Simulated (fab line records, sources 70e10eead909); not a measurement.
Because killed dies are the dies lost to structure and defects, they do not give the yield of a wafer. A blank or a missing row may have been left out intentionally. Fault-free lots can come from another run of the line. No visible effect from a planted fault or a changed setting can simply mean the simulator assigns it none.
Comparing a struck lot with a sound one -- flow nand_harc -- 14 out of 1302 route steps
Sound: the wafers L765.2, L765.4, L765.5. The struck wafers were L787.1, L787.4, L787.6. The cause is given at the end.
Per side, at each step with rows, come the tool, then ch with its chambers, and then its first start. Under that, the readings that differ: sound wafers -- struck wafers -- difference of the means -- sigmas: that difference in standard deviations of wafers without a fault.
alike: a reading whose means differ by less than 2 such deviations, as well as words and numbers matching on both sides. not compared: withheld readings; readings where some wafer has no value; bounds like >300 that might hide an equal value; numbers whose values overlap and for which the record gives no deviation.
Wherever a step has rows on one side only, a row that says differs or no value, or a row with sigmas, the two part there. Numbers that don't overlap but have no deviation are shown without sigmas and don't part them. Lack of a reading on every wafer of one side parts them only where that side has two or more wafers.

first, 2 steps without rows for these wafers: NHARC_A_CHANNEL_HOLE_D1_PRECLEAN_28 (cleans in SC1); NHARC_A_CHANNEL_HOLE_D1_SRD_29.
NHARC_A_CHANNEL_HOLE_D1_CD_MEAS_30:
  struck on cd_sem-03, day 18 08:13; sound on cd_sem-03, day 8 22:56
  alike: cd_nm
after that, 1 step had no rows for these wafers: NHARC_A_CHANNEL_HOLE_D1_XSEM_31.
NHARC_A_CHANNEL_HOLE_D1_INSPECT_40:
  struck on defect_inspect-01, day 18 08:24; sound on defect_inspect-01, day 8 23:07
  alike: raw_defect_count
then, 2 steps without rows for these wafers: NHARC_A_CHANNEL_FILL_D1_PRECLEAN_00 (cleans in SC1); NHARC_A_CHANNEL_FILL_D1_SRD_01.
NHARC_A_CHANNEL_FILL_D1_ALD_02: deposits SiO2, target thk 6 nm, pulse time 10 s, ald cycles 60.
  sound on ald_hk-02 ch 0,1,2, day 8 23:23; struck on ald_hk-03 ch 0,3, day 18 08:35
  alike: heater_power_w, precursor_pulse_height_rel
NHARC_A_CHANNEL_FILL_D1_ALD_03: deposits SiNx, target thk 6 nm, pulse time 60 s, ald cycles 58.
  sound: ald_sin_batch-01 ch 0; struck: ald_sin_batch-01 ch 0
  alike: precursor_pulse_height_rel
NHARC_A_CHANNEL_FILL_D1_ALD_14: deposits SiO2, target thk 2.5 nm, pulse time 10 s, ald cycles 25.
  sound on ald_hk-01 ch 0,1,2, day 9 06:20; struck on ald_hk-03 ch 0,1,2, day 18 15:47
  alike: heater_power_w, precursor_pulse_height_rel
NHARC_A_CHANNEL_FILL_D1_ALD_15: deposits SiNx, target thk 2 nm, pulse time 60 s, ald cycles 19.
  sound: ald_sin_batch-03 ch 0; struck: ald_sin_batch-02 ch 0
  alike: precursor_pulse_height_rel
NHARC_A_CHANNEL_FILL_D1_ALD_16: deposits SiO2, target thk 1.5 nm, pulse time 10 s, ald cycles 15.
  sound on ald_hk-01 ch 1,2,3, day 9 11:32; struck on ald_hk-01 ch 0,3, day 18 20:43
  alike: heater_power_w, precursor_pulse_height_rel
NHARC_A_CHANNEL_FILL_D1_ANNEAL_17: time 1800 s.
  sound on furnace-03 ch 0, day 9 14:44; struck on furnace-03, day 19 00:04
  no value came back on the struck wafers for spike_tc_bottom_C (C), spike_tc_centre_C (C), zone_power_centre_pct (%), zone_power_top_pct (%); on the sound wafers spike_tc_bottom_C (C) reads 876 875 876
then, 1 step without rows for these wafers: NHARC_A_CHANNEL_FILL_D1_CVD_18 (deposits poly-Si, target thk 3 nm).

## WHERE THEY PART
At NHARC_A_CHANNEL_FILL_D1_ANNEAL_17 and nowhere else, as far as this record goes.

WHY: the cause the simulator had injected
Beginning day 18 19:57, the whole step at NHARC_A_CHANNEL_FILL_D1_ANNEAL_17 was skipped on furnace-03. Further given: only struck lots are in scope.
